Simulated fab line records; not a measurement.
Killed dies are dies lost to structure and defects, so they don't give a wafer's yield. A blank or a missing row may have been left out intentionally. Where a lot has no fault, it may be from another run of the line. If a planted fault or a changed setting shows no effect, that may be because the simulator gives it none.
fab line records -- flow n5Finfet
[record] lots = 10, wafers = 29, lastDay = 18
route steps=1938 shown BEOL_M1@820 BEOL_M2@841 BEOL_M4@1111
lots with no fault: from the same line, run without faults
startH: hours from the record's first day to the start of the lot's first wafer shown -- waitH: how many hours have passed since the lot's step before this one -- " identical to the entry in the row above -- L1.1+2: several wafers, shown together as one row -- - value missing, or start not given -- * or withheld: withheld -- < > ~ a bound
route shown NAME@n: a module of which the file shows steps, and the number in the route of the first -- usual: average and standard deviation across the fault-free wafers -- same: alike in all rows -- chamber/n: place in a boat -- sites: the reading at each site -- _std_site: standard deviation of those values -- _edge_site: mean of outer sites minus mean of inner sites -- radiusMm: for every site, how far away it sits from the centre of the wafer -- mask NAME#n: copy n -- behind: the tool/chamber that last shaped the wafer -- hold: what put the lot on hold/how long, in hours/how the hold closed -- device: transistor that didn't switch, given as n, p or np -- end of line: the tests these same wafers got at the end of their route -- a step with no rows: only its recipe -- killed: the dies lost at the first sort to structure and to defects; this is not the yield of the wafer -- map: the dies of a wafer, with x for killed, . for not killed, _ for no die there
set.NAME: setting as actually run; set.NAME@STEP: the setting as run at that earlier step -- model.NAME: the simulator's own value behind a step, which no gauge read
route steps across a sampled set of lots; one table per step, one row per wafer
services: from which hour (startH, from the record's first day; less than 0 if before it) a tool's chamber was out of use, for how many hours, and why
[[steps]]
[step N5_BEOL_M1_SPUTTER_86]
[recipe] material = Cu, targetThkA = 45, tempC = -20, chamberPressurePa = 0.07, powerW = withheld, timeS = 8.29
[usual] throttleValvePct = 29.9/1
[same] timeS = 8.29
lot.wafer,tool,chamber,startH,waitH,throttleValvePct
L337.2,pvdSputter-01,-,133.34,0.1,31.2
L337.5,pvdSputter-01,-,133.34,0.1,30.0
L337.6,pvdSputter-01,-,133.34,0.1,31.5
L338.1,pvdSputter-02,-,139.63,0.1,29.2
L338.4,pvdSputter-02,-,139.63,0.1,29.4
L338.6,pvdSputter-02,-,139.63,0.1,29.1
L339.2,pvdSputter-03,-,147.29,0.1,30.9
L339.5,pvdSputter-03,-,147.29,0.1,31.6
L339.6,pvdSputter-03,-,147.29,0.1,30.7
L340.1,pvdSputter-01,-,152.30,0.1,31.6
L340.3,pvdSputter-01,-,152.30,0.1,29.4
L340.5,pvdSputter-01,-,152.30,0.1,29.5
L341.1,pvdSputter-03,-,159.84,0.1,30.5
L341.2,pvdSputter-03,-,159.84,0.1,29.7
L341.4,pvdSputter-03,-,159.84,0.1,31.2
L345.1,pvdSputter-03,-,186.38,0.1,32.0
L345.5,pvdSputter-03,-,186.38,0.1,31.6
L345.6,pvdSputter-03,-,186.38,0.1,28.4
L346.3,pvdSputter-02,-,195.17,0.1,29.6
L346.4,pvdSputter-02,-,195.17,0.1,29.1
L346.5,pvdSputter-02,-,195.17,0.1,29.1
L350.2,pvdSputter-02,-,209.62,0.1,29.5
L350.3,pvdSputter-02,-,209.62,0.1,29.4
L350.5,pvdSputter-02,-,209.62,0.1,29.4
L357.1,pvdSputter-01,-,254.51,0.1,30.2
L357.4,pvdSputter-01,-,254.51,0.1,30.4
L359.1,pvdSputter-03,-,269.81,0.1,28.7
L359.2,pvdSputter-03,-,269.81,0.1,31.7
L359.6,pvdSputter-03,-,269.81,0.1,31.9
[step N5_BEOL_M1_ANNEAL_91]
[recipe] tempC = 400, timeS = 240, ambient = vacuum
[usual] heaterPowerW = 831/63
[same] timeS = 240
lot.wafer,tool,chamber,startH,waitH,heaterPowerW
L337.2,pvdSputter-01,-,133.86,0.0,781
L337.5,pvdSputter-01,-,133.86,0.0,975
L337.6,pvdSputter-01,-,133.86,0.0,776
L338.1,pvdSputter-02,-,140.15,0.0,839
L338.4,pvdSputter-02,-,140.15,0.0,785
L338.6,pvdSputter-02,-,140.15,0.0,835
L339.2,pvdSputter-03,-,147.81,0.0,787
L339.5,pvdSputter-03,-,147.81,0.0,795
L339.6,pvdSputter-03,-,147.81,0.0,769
L340.1,pvdSputter-01,-,152.82,0.0,782
L340.3,pvdSputter-01,-,152.82,0.0,733
L340.5,pvdSputter-01,-,152.82,0.0,738
L341.1,pvdSputter-03,-,160.36,0.0,784
L341.2,pvdSputter-03,-,160.36,0.0,878
L341.4,pvdSputter-03,-,160.36,0.0,776
L345.1,pvdSputter-03,-,186.90,0.0,787
L345.5,pvdSputter-03,-,186.90,0.0,812
L345.6,pvdSputter-03,-,186.90,0.0,809
L346.3,pvdSputter-02,-,195.69,0.0,924
L346.4,pvdSputter-02,-,195.69,0.0,771
L346.5,pvdSputter-02,-,195.69,0.0,840
L350.2,pvdSputter-02,-,210.14,0.0,925
L350.3,pvdSputter-02,-,210.14,0.0,769
L350.5,pvdSputter-02,-,210.14,0.0,919
L357.1,pvdSputter-01,-,255.03,0.0,951
L357.4,pvdSputter-01,-,255.03,0.0,909
L359.1,pvdSputter-03,-,270.33,0.0,809
L359.2,pvdSputter-03,-,270.33,0.0,803
L359.6,pvdSputter-03,-,270.33,0.0,792
[step N5_BEOL_M1_SPUTTER_92]
[recipe] material = Cu, targetThkA = 45, tempC = -20, chamberPressurePa = 0.07, powerW = withheld, timeS = 8.29
[usual] throttleValvePct = 29.9/1
[same] timeS = 8.29
lot.wafer,tool,chamber,startH,waitH,throttleValvePct
L337.2,pvdSputter-01,-,134.00,0.1,31.3
L337.5,pvdSputter-01,-,134.00,0.1,30.4
L337.6,pvdSputter-01,-,134.00,0.1,31.3
L338.1,pvdSputter-02,-,140.29,0.1,29.4
L338.4,pvdSputter-02,-,140.29,0.1,29.7
L338.6,pvdSputter-02,-,140.29,0.1,29.1
L339.2,pvdSputter-03,-,147.95,0.1,30.6
L339.5,pvdSputter-03,-,147.95,0.1,31.7
L339.6,pvdSputter-03,-,147.95,0.1,30.6
L340.1,pvdSputter-01,-,152.96,0.1,31.5
L340.3,pvdSputter-01,-,152.96,0.1,29.7
L340.5,pvdSputter-01,-,152.96,0.1,29.7
L341.1,pvdSputter-03,-,160.50,0.1,30.8
L341.2,pvdSputter-03,-,160.50,0.1,29.8
L341.4,pvdSputter-03,-,160.50,0.1,31.5
L345.1,pvdSputter-03,-,187.04,0.1,31.8
L345.5,pvdSputter-03,-,187.04,0.1,31.8
L345.6,pvdSputter-03,-,187.04,0.1,28.7
L346.3,pvdSputter-02,-,195.83,0.1,29.6
L346.4,pvdSputter-02,-,195.83,0.1,29.6
L346.5,pvdSputter-02,-,195.83,0.1,29.0
L350.2,pvdSputter-02,-,210.28,0.1,29.4
L350.3,pvdSputter-02,-,210.28,0.1,29.3
L350.5,pvdSputter-02,-,210.28,0.1,29.4
L357.1,pvdSputter-01,-,255.17,0.1,30.4
L357.4,pvdSputter-01,-,255.17,0.1,30.3
L359.1,pvdSputter-03,-,270.47,0.1,28.8
L359.2,pvdSputter-03,-,270.47,0.1,31.7
L359.6,pvdSputter-03,-,270.47,0.1,31.9
[step N5_BEOL_M2_ILD_DEP_00]
[recipe] material = SiOC, targetThkA = 790, tempC = 350, precursor = DEMS/O2, pressureTorr = 5, rfW = 500, timeS = 15.3
[usual] heaterPowerOuterW = 256/56, heaterPowerW = 489/76, showerheadPlenumPTorr = 5.686/0.015, throttleValvePct = 11.7/0.53
lot.wafer,tool,chamber,startH,waitH,heaterPowerOuterW,heaterPowerW,showerheadPlenumPTorr,throttleValvePct
L337.2,pecvd-01,1,135.82,0.0,215,424,5.691,12.2
L337.5,pecvd-01,0,135.82,0.0,255,489,5.671,12.1
L337.6,pecvd-01,2,135.82,0.0,211,405,5.670,10.5
L338.1,pecvd-03,2,142.11,0.0,336,596,5.702,11.7
L338.4,pecvd-03,1,142.11,0.0,262,498,5.686,11.6
L338.6,pecvd-03,2,142.11,0.0,343,596,5.691,11.8
L339.2,pecvd-03,1,149.50,0.0,240,455,5.692,11.5
L339.5,pecvd-03,0,149.50,0.0,331,651,5.677,11.5
L339.6,pecvd-03,1,149.50,0.0,241,475,5.677,11.9
L340.1,pecvd-01,2,154.63,0.0,190,389,5.684,10.5
L340.3,pecvd-01,1,154.63,0.0,175,373,5.686,12.0
L340.5,pecvd-01,2,154.63,0.0,193,392,5.698,10.8
L341.1,pecvd-01,0,162.05,0.0,257,506,5.664,12.0
L341.2,pecvd-01,2,162.05,0.0,215,436,5.688,10.7
L341.4,pecvd-01,0,162.05,0.0,259,502,5.664,11.9
L345.1,pecvd-03,2,188.59,0.0,387,624,5.681,11.9
L345.5,pecvd-03,2,188.59,0.0,391,624,5.694,11.9
L345.6,pecvd-03,1,188.59,0.0,267,520,5.665,11.9
L346.3,pecvd-01,2,197.41,0.0,225,441,5.684,10.7
L346.4,pecvd-01,0,197.41,0.0,210,441,5.666,12.0
L346.5,pecvd-01,1,197.41,0.0,168,362,5.679,12.0
L350.2,pecvd-03,0,211.83,0.0,307,598,5.690,11.7
L350.3,pecvd-03,2,211.83,0.0,366,627,5.717,12.0
L350.5,pecvd-03,1,211.83,0.0,254,473,5.692,11.8
L357.1,pecvd-03,2,256.72,0.0,382,637,5.693,12.3
L357.4,pecvd-03,1,256.72,0.0,262,498,5.679,11.7
L359.1,pecvd-02,0,272.05,0.0,235,459,5.702,11.5
L359.2,pecvd-02,1,272.05,0.0,228,466,5.717,12.4
L359.6,pecvd-02,0,272.05,0.0,237,479,5.712,11.5
[step N5_BEOL_M2_THK_MEAS_01]
[recipe] reads = SiOC_of_BEOL_M2_ILD_DEP_00
[usual] M2_ILD_THK = 78.6/1.1
lot.wafer,tool,chamber,startH,waitH,M2_ILD_THK[nm]
L337.2,filmMetro-01,-,135.88,0.1,77.6
L337.5,filmMetro-01,-,135.88,0.1,78.6
L337.6,filmMetro-01,-,135.88,0.1,80.4
L338.1,filmMetro-01,-,142.18,0.0,76.2
L338.4,filmMetro-01,-,142.18,0.0,79.3
L338.6,filmMetro-01,-,142.18,0.0,77.8
L339.2,filmMetro-01,-,149.57,0.1,79.5
L339.5,filmMetro-01,-,149.57,0.1,81.4
L339.6,filmMetro-01,-,149.57,0.1,79.8
L340.1,filmMetro-02,-,154.70,0.0,78.1
L340.3,filmMetro-02,-,154.70,0.0,79.3
L340.5,filmMetro-02,-,154.70,0.0,80.1
L341.1,filmMetro-01,-,162.12,0.0,78.4
L341.2,filmMetro-01,-,162.12,0.0,77.9
L341.4,filmMetro-01,-,162.12,0.0,78.7
L345.1,filmMetro-02,-,188.67,0.1,75.8
L345.5,filmMetro-02,-,188.67,0.1,76.7
L345.6,filmMetro-02,-,188.67,0.1,78.7
L346.3,filmMetro-02,-,197.48,0.1,77.7
L346.4,filmMetro-02,-,197.48,0.1,79.7
L346.5,filmMetro-02,-,197.48,0.1,79.5
L350.2,filmMetro-01,-,211.90,0.1,78.0
L350.3,filmMetro-01,-,211.90,0.1,76.0
L350.5,filmMetro-01,-,211.90,0.1,90.0
L357.1,filmMetro-01,-,256.78,0.0,87.1
L357.4,filmMetro-01,-,256.78,0.0,78.4
L359.1,filmMetro-01,-,272.13,0.1,78.2
L359.2,filmMetro-01,-,272.13,0.1,79.1
L359.6,filmMetro-01,-,272.13,0.1,79.0
[step N5_BEOL_M4_RC_MEAS_101]
[usual] DIBL_N = 36.0/1.7, DIBL_P = 36.0/2, IOFF_N = 0.156/0.028, IOFF_P = 0.21/0.04, ION_N = 673/12, ION_P = 463/8.3, SS_N = 71.4/0.6, SS_P = 73.3/0.66, VT_N = 250/3, VT_P = -250/3.8
lot.wafer,tool,chamber,startH,waitH,DIBL_N[mV/V],DIBL_P[mV/V],IOFF_N[nA/um],IOFF_P[nA/um],ION_N[uA/um],ION_P[uA/um],SS_N[mV/dec],SS_P[mV/dec],VT_N[mV],VT_P[mV]
L338.1,prober-02,0,169.30,0.0,35.8,35.5,0.155,0.16,674,460,72.5,73.2,250,-257
L338.4,prober-02,0,169.30,0.0,38.5,39.1,0.207,0.22,680,454,72.3,74.7,248,-251
L338.6,prober-02,0,169.30,0.0,35.0,35.3,0.146,0.17,668,454,70.5,73.0,248,-256
L337.2,prober-01,0,173.52,0.2,33.3,32.2,0.102,0.17,653,460,70.6,72.2,256,-253
L337.5,prober-01,0,173.52,0.2,35.7,35.4,0.135,0.20,654,456,72.1,73.7,254,-251
L337.6,prober-01,0,173.52,0.2,35.2,34.4,0.136,0.20,666,459,71.4,72.7,254,-249
L339.2,prober-02,0,179.55,0.5,36.9,36.3,0.167,0.18,677,461,71.3,73.6,250,-254
L339.5,prober-02,0,179.55,0.5,36.9,35.9,0.153,0.18,660,448,71.9,73.7,255,-255
L339.6,prober-02,0,179.55,0.5,34.7,34.3,0.123,0.16,672,457,70.7,72.6,254,-254
L340.1,prober-01,0,181.50,0.0,36.4,39.0,0.167,0.26,684,469,72.0,73.6,249,-245
L340.3,prober-01,0,181.50,0.0,35.6,36.4,0.153,0.22,667,466,71.8,72.4,253,-247
L340.5,prober-01,0,181.50,0.0,35.0,36.8,0.141,0.21,660,462,70.9,73.0,251,-249
L341.1,prober-01,0,190.45,0.0,34.8,33.7,0.118,0.18,652,454,71.3,73.1,255,-252
L341.2,prober-01,0,190.45,0.0,37.8,38.1,0.169,0.24,669,465,72.4,73.7,250,-246
L341.4,prober-01,0,190.45,0.0,35.3,34.2,0.136,0.18,672,463,71.1,72.9,250,-252
L345.1,prober-02,0,216.26,0.0,37.0,36.3,0.172,0.20,684,466,72.0,73.8,248,-253
L345.5,prober-02,0,216.26,0.0,36.4,35.2,0.160,0.18,684,468,71.0,73.5,248,-253
L345.6,prober-02,0,216.26,0.0,36.6,36.0,0.163,0.19,682,461,71.5,73.7,251,-253
L346.3,prober-02,0,227.16,0.3,32.3,32.4,0.112,0.19,658,462,70.2,72.7,254,-249
L346.4,prober-02,0,227.16,0.3,34.6,35.4,0.156,0.23,682,467,71.0,73.5,250,-247
L346.5,prober-02,0,227.16,0.3,34.7,35.3,0.142,0.22,660,459,71.6,73.2,252,-247
L350.2,prober-01,0,245.12,0.2,35.5,34.7,0.141,0.20,656,460,70.8,73.3,254,-251
L350.3,prober-01,0,245.12,0.2,37.3,36.9,0.182,0.23,684,472,71.4,72.7,249,-248
L350.5,prober-01,0,245.12,0.2,37.1,37.1,0.174,0.24,688,467,71.6,73.9,249,-248
L357.1,prober-02,0,296.62,0.0,34.3,34.3,0.137,0.20,671,463,71.6,73.4,252,-247
L357.4,prober-02,0,296.62,0.0,34.4,34.6,0.143,0.21,675,472,70.9,73.2,249,-245
L359.1,prober-02,0,312.58,0.0,36.8,37.8,0.184,0.23,694,471,71.0,73.2,246,-249
L359.2,prober-02,0,312.58,0.0,36.1,37.0,0.167,0.21,684,464,71.1,72.9,248,-251
L359.6,prober-02,0,312.58,0.0,36.3,36.7,0.166,0.21,680,459,71.8,73.4,247,-253
[[services]]
tool,chamber,startH,hours,kind
pecvd-01,2,112.29,2.1,scheduledDown
pecvd-03,1,123.29,2.1,scheduledDown
pvdSputter-01,-,129.72,1.9,repair
pecvd-01,0,166.99,2.1,scheduledDown
pecvd-03,0,188.27,5.0,repair
pecvd-02,2,191.46,2.1,scheduledDown
pecvd-03,0,202.08,2.1,scheduledDown
pecvd-02,-,206.05,3.1,repair
pecvd-02,2,215.16,-,clean
pecvd-02,2,215.16,-,consumableReplace:showerhead
pecvd-02,2,215.16,29.0,scheduledDown
pecvd-02,2,215.16,29.0,ventCycle
pecvd-02,-,217.20,2.8,pm
pecvd-03,-,230.62,5.5,pm
pecvd-02,1,235.00,3.7,repair
pecvd-02,2,267.67,5.0,scheduledDown
[[key]]
[firstSign] step = N5_BEOL_M2_THK_MEAS_01, reading = M2_ILD_THK, direction = up, sigmas = 9, usual = 78.6, struck = 88.5
effect none on later readings
metAt N5_BEOL_M2_ILD_DEP_00
struckLots L350,L357
struckWafers L350.5,L357.1
notActingAt N5_BEOL_M1_SPUTTER_86,N5_BEOL_M1_ANNEAL_91,N5_BEOL_M1_SPUTTER_92
onsetBetween 188.59 211.83
[fault] kind = processParameterDrift, tool = pecvd-03, chamber = -, onsetH = 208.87, steps = N5_BEOL_M2_ILD_DEP_00, channel = timeS, offset = *, shape = step, endH = 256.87, scope = struckWafersOnly, actsIn = *, stated = *
